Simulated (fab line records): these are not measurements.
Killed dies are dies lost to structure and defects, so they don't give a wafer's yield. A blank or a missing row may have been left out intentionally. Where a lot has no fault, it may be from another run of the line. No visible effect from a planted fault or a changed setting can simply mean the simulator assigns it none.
fab line records	flow nand_harc
record: lots: 14	wafers: 42	last_day: 24
route steps=1159 shown P_M2@348 P_BONDPAD@377 A_ZERO_WELL@408 A_ONON_D1@427 END@1159
lots that met no fault: taken from a fault-free run of the same line
start_h: start of the lot's first displayed wafer, in hours after the record's first day	wait_h: how many hours have passed since the lot's step before this one	" same as the row above	L1.1+2: several wafers, shown together as one row	- no value, or no start was given	* or withheld: withheld	< > ~ a bound
route shown NAME@n: a module of which the file shows steps, and the number in the route of the first	usual: mean/standard deviation taken from wafers without a fault	same: alike in all rows	chamber/n: place in a boat	sites: readings site by site	_std_site: standard deviation of those values	_edge_site: inner sites' mean taken away from outer sites' mean	radius_mm: how far each site lies from the wafer's centre	mask NAME#n: copy n	behind: the most recent tool/chamber to have shaped the wafer	hold: what put the lot on hold/how long, in hours/how the hold closed	device: which transistor (n, p or np) failed to switch	end of line: the tests these same wafers got at the end of their route	a step with no rows: only its recipe	killed: count of dies lost to structure and defects at first sort (not the wafer's yield)	map: dies across one wafer; x = killed, . = not, _ = none there
set.NAME: setting as actually run; set.NAME@STEP: the setting as run at that earlier step	model.NAME: the simulator's own value behind a step, which no gauge read
one table for each step of the route and one row for each wafer, over a sample of lots
services: from which hour (start_h, from the record's first day; less than 0 if before it) a tool's chamber was out of use, for how many hours, and why
== steps ==
step: NHARC_P_M2_INSPECT_27
usual: raw_defect_count: 318/130
lot.wafer	tool	chamber	start_h	wait_h	raw_defect_count
L210.1	defect_inspect-01	-	142.32	0.0	216
L210.2	"	-	"	"	258
L210.4	"	-	"	"	275
L211.1	defect_inspect-01	-	143.14	0.0	296
L211.3	"	-	"	"	242
L211.5	"	-	"	"	293
L213.2	defect_inspect-01	-	150.65	0.0	286
L213.4	"	-	"	"	454
L213.5	"	-	"	"	389
L212.3	defect_inspect-02	-	157.02	0.0	369
L212.5	"	-	"	"	379
L212.6	"	-	"	"	350
L216.2	defect_inspect-02	-	166.70	0.0	481
L216.3	"	-	"	"	481
L216.5	"	-	"	"	233
L217.1	defect_inspect-01	-	179.04	0.0	347
L217.4	"	-	"	"	308
L217.5	"	-	"	"	246
L222.1	defect_inspect-01	-	207.21	0.0	219
L222.2	"	-	"	"	167
L222.4	"	-	"	"	246
L226.1	defect_inspect-02	-	226.66	0.0	440
L226.2	"	-	"	"	313
L226.3	"	-	"	"	352
L225.3	defect_inspect-02	-	228.59	0.0	208
L225.4	"	-	"	"	162
L225.6	"	-	"	"	182
L227.3	defect_inspect-02	-	237.26	0.0	400
L227.4	"	-	"	"	559
L227.5	"	-	"	"	201
L228.2	defect_inspect-02	-	242.82	0.0	327
L228.3	"	-	"	"	224
L228.5	"	-	"	"	399
L230.2	defect_inspect-02	-	250.59	0.0	278
L230.5	"	-	"	"	198
L230.6	"	-	"	"	317
L231.3	defect_inspect-02	-	258.45	0.0	180
L231.5	"	-	"	"	164
L231.6	"	-	"	"	280
L232.1	defect_inspect-02	-	263.85	0.0	491
L232.2	"	-	"	"	189
L232.4	"	-	"	"	210
step: NHARC_P_BONDPAD_PVD_27
recipe: target_thk_a: 300	chamber_pressure_pa: 5	power_w: 5000	substrate_temp_c: 30	time_s: 20.49	material: Cu
usual: throttle_valve_pct: 29.8/1.5
lot.wafer	tool	chamber	start_h	wait_h	throttle_valve_pct
L210.2	pvd_sputter-03	-	-	-	32.5
L210.1	"	-	"	"	29.0
L210.4	"	-	"	"	30.0
L211.3	pvd_sputter-03	-	-	-	29.7
L211.1	"	-	"	"	32.6
L211.5	"	-	"	"	28.5
L213.2	pvd_sputter-01	-	-	-	30.7
L213.4	"	-	"	"	30.4
L213.5	"	-	"	"	30.6
L212.3	pvd_sputter-03	-	-	-	28.6
L212.5	"	-	"	"	32.2
L212.6	"	-	"	"	28.6
L216.2	pvd_sputter-03	-	-	-	28.4
L216.3	"	-	"	"	29.9
L216.5	"	-	"	"	28.6
L217.1	pvd_sputter-03	-	-	-	28.4
L217.4	"	-	"	"	32.2
L217.5	"	-	"	"	28.7
L222.1	pvd_sputter-01	-	-	-	30.5
L222.2	"	-	"	"	27.7
L222.4	"	-	"	"	30.7
L226.2	pvd_sputter-02	-	-	-	31.1
L226.3	"	-	"	"	30.4
L226.1	"	-	"	"	28.2
L225.3	pvd_sputter-02	-	-	-	31.8
L225.4	"	-	"	"	30.7
L225.6	"	-	"	"	27.9
L227.4	pvd_sputter-03	-	-	-	28.7
L227.3	"	-	"	"	28.7
L227.5	"	-	"	"	32.1
L228.2	pvd_sputter-01	-	-	-	30.9
L228.3	"	-	"	"	27.9
L228.5	"	-	"	"	30.7
L230.2	pvd_sputter-03	-	-	-	30.0
L230.6	"	-	"	"	32.5
L230.5	"	-	"	"	28.4
L231.3	pvd_sputter-01	-	-	-	30.5
L231.5	"	-	"	"	30.5
L231.6	"	-	"	"	28.1
L232.4	pvd_sputter-01	-	-	-	30.9
L232.1	"	-	"	"	27.9
L232.2	"	-	"	"	30.1
step: NHARC_A_ZERO_WELL_IMPLANT_15
recipe: energy_kev: 150	dose_cm2: 1e+13	tilt_deg: 7
lot.wafer	tool	chamber	start_h	wait_h
L210.1+2+4	implanter-01	0	149.14	0.1
L211.1+3+5	implanter-01	0	150.18	0.1
L213.2+4+5	implanter-02	0	157.37	0.1
L213.2+4+5	implanter-02	0	157.77	0.4
L212.3+5+6	implanter-02	0	163.87	0.1
L216.2+3+5	implanter-01	0	174.32	0.1
L217.1+4+5	implanter-01	0	185.97	0.1
L222.1+2+4	implanter-01	0	214.98	0.2
L222.1+2+4	implanter-01	0	215.37	0.4
L226.1+2+3	implanter-02	0	233.51	0.1
L225.3+4+6	implanter-02	0	235.22	0.1
L227.3+4+5	implanter-01	0	245.72	0.1
L228.2+3+5	implanter-02	0	249.77	0.1
L230.2+5+6	implanter-02	0	257.40	0.1
L231.3+5+6	implanter-01	0	265.98	0.1
L232.1+2+4	implanter-02	0	270.56	0.1
step: NHARC_A_ONON_D1_THK_MEAS_05
recipe: thk_meas_gauge: ellipsometry
usual: thk_nm: 1003/9.9
lot.wafer	tool	chamber	start_h	wait_h	thk_nm
L210.1	film_metro-01	-	171.57	-	979
L210.2	"	-	"	"	979
L210.4	"	-	"	"	981
L211.1	film_metro-02	-	171.57	-	1001
L211.3	"	-	"	"	1000
L211.5	"	-	"	"	999
L213.2	film_metro-01	-	179.05	-	1019
L213.4	"	-	"	"	1016
L213.5	"	-	"	"	1018
L212.3	film_metro-02	-	186.58	-	1019
L212.5	"	-	"	"	1020
L212.6	"	-	"	"	1021
L216.2	film_metro-02	-	194.62	-	1000
L216.3	"	-	"	"	1002
L216.5	"	-	"	"	1001
L217.1	film_metro-01	-	206.54	-	993
L217.4	"	-	"	"	995
L217.5	"	-	"	"	991
L222.1	film_metro-02	-	236.40	-	1006
L222.2	"	-	"	"	1006
L222.4	"	-	"	"	1006
L226.1	film_metro-01	-	256.09	-	1015
L226.2	"	-	"	"	1013
L226.3	"	-	"	"	1013
L225.3	film_metro-02	-	256.09	-	989
L225.4	"	-	"	"	990
L225.6	"	-	"	"	992
L227.3	film_metro-01	-	267.95	-	1000
L227.4	"	-	"	"	1001
L227.5	"	-	"	"	999
L228.2	film_metro-02	-	273.49	-	1004
L228.3	"	-	"	"	1005
L228.5	"	-	"	"	1005
L230.2	film_metro-02	-	279.04	-	1001
L230.5	"	-	"	"	1003
L230.6	"	-	"	"	1003
L231.3	film_metro-02	-	287.97	-	998
L231.5	"	-	"	"	997
L231.6	"	-	"	"	998
L232.1	film_metro-02	-	294.01	-	1008
L232.2	"	-	"	"	1007
L232.4	"	-	"	"	1007
step: NHARC_END_SORT_01
recipe: temp_c: 25
usual: killed_at_array: 29/11	killed_at_other: 0.7/1.1	killed_at_periphery: 2.9/2.2	killed_dies: 33/11	killed_open: 3.1/1.8	killed_short: 1.9/1.4
same: gross_dies: 677
lot.wafer	tool	chamber	start_h	wait_h	killed_at_array	killed_at_other	killed_at_periphery	killed_dies	killed_open	killed_short
L212.3	prober-02	0	470.70	3.1	25	0	4	29	5	3
L212.5	prober-02	0	472.30	3.7	20	0	3	23	5	1
L212.6	prober-02	0	473.10	4.0	29	0	3	32	5	3
L217.1	prober-01	0	489.16	2.5	29	1	1	31	5	2
L222.1	prober-02	0	505.85	2.5	29	1	3	33	2	0
L222.2	prober-02	0	506.65	2.8	39	1	2	42	1	4
L222.4	prober-02	0	508.25	3.4	38	0	4	42	2	0
killed by level:class
L212.3 A_CHANNEL_HOLE_D1:chamber_film_flake=15 A_CONTACT:geometric_particle:open=3 P_CONTACT:chamber_film_flake=2 A_CONTACT:chamber_film_flake=2 P_M0:geometric_particle:open=1 P_BONDPAD:geometric_particle:open=1 A_STAIRCASE:geometric_particle:short=1 A_CONTACT:geometric_particle:short=1
L212.5 A_CHANNEL_HOLE_D1:chamber_film_flake=12 A_CONTACT:chamber_film_flake=3 A_CONTACT:geometric_particle:open=2 P_M0:geometric_particle:open=1 P_M1:geometric_particle:open=1 A_ONON_D1:geometric_particle:open=1 A_M0:geometric_particle:short=1 P_GATE:chamber_film_flake=1
L212.6 A_CHANNEL_HOLE_D1:chamber_film_flake=16 A_CONTACT:chamber_film_flake=5 A_M0:geometric_particle:open=2 P_STI:geometric_particle:short=1 P_M0:geometric_particle:open=1 A_ONON_D1:geometric_particle:short=1 A_ONON_D1:geometric_particle:open=1 A_CHANNEL_FILL_D1:geometric_particle:short=1
L217.1 A_CHANNEL_HOLE_D1:chamber_film_flake=18 A_ONON_D1:geometric_particle:short=2 A_CONTACT:geometric_particle:open=2 A_CONTACT:chamber_film_flake=2 P_M0:geometric_particle:open=1 A_ONON_D1:geometric_particle:open=1 STARTING-WAFER:geometric_particle:open=1 A_CHANNEL_FILL_D1:chamber_film_flake=1
L222.1 A_CHANNEL_HOLE_D1:chamber_film_flake=19 A_SLIT:chamber_film_flake=8 P_STI:chamber_film_flake=3 A_BLC:geometric_particle:open=1 STARTING-WAFER:geometric_particle:open=1 A_CONTACT:chamber_film_flake=1
L222.2 A_CHANNEL_HOLE_D1:chamber_film_flake=17 A_SLIT:chamber_film_flake=13 A_WL_FILL:chamber_film_flake=2 A_STAIRCASE:chamber_film_flake=2 A_CHANNEL_FILL_D1:geometric_particle:short=1 A_SGD_CUT:geometric_particle:open=1 A_WL_FILL:geometric_particle:short=1 A_M0:geometric_particle:short=1
L222.4 A_CHANNEL_HOLE_D1:chamber_film_flake=19 A_SLIT:chamber_film_flake=14 P_STI:chamber_film_flake=4 A_ONON_D1:geometric_particle:open=1 A_CHANNEL_HOLE_D1:geometric_particle:open=1 A_ZERO_WELL:chamber_film_flake=1 A_STAIRCASE:chamber_film_flake=1 A_WL_FILL:chamber_film_flake=1
== services ==
tool	chamber	start_h	hours	kind
implanter-01	-	121.75	1.2	repair
pvd_sputter-01	-	158.01	10.0	pm
pvd_sputter-01	-	169.99	10.7	repair
pvd_sputter-02	-	174.14	7.8	repair
implanter-01	-	174.68	1.1	repair
implanter-02	-	178.96	2.0	repair
pvd_sputter-01	-	184.48	9.0	repair
pvd_sputter-02	-	214.01	10.0	pm
pvd_sputter-03	-	243.63	3.9	repair
pvd_sputter-03	-	261.82	19.4	repair
implanter-01	-	266.10	13.0	pm
== key ==
first_sign: step: NHARC_A_ZERO_WELL_IMPLANT_15	reading: visit	direction: added
effect none on later readings
met_at NHARC_A_ZERO_WELL_IMPLANT_15
struck_lots L213,L222
tester_left_out L213,L222
not_acting_at NHARC_P_M2_INSPECT_27,NHARC_P_BONDPAD_PVD_27,NHARC_A_ONON_D1_THK_MEAS_05
fault: kind: repeated_step_whole	tool: implanter-01,implanter-02	chamber: -	onset_h: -	steps: NHARC_A_ZERO_WELL_IMPLANT_15	times: 1	scope: struck_lots_only
tester_left_out: of these lots the tester's yield and bins aren't shown, on N5 and GAA mostly nor the transistor test; their killed dies are dies lost to structure and defects alone, not to doping, threshold or leakage, so they don't give the yield
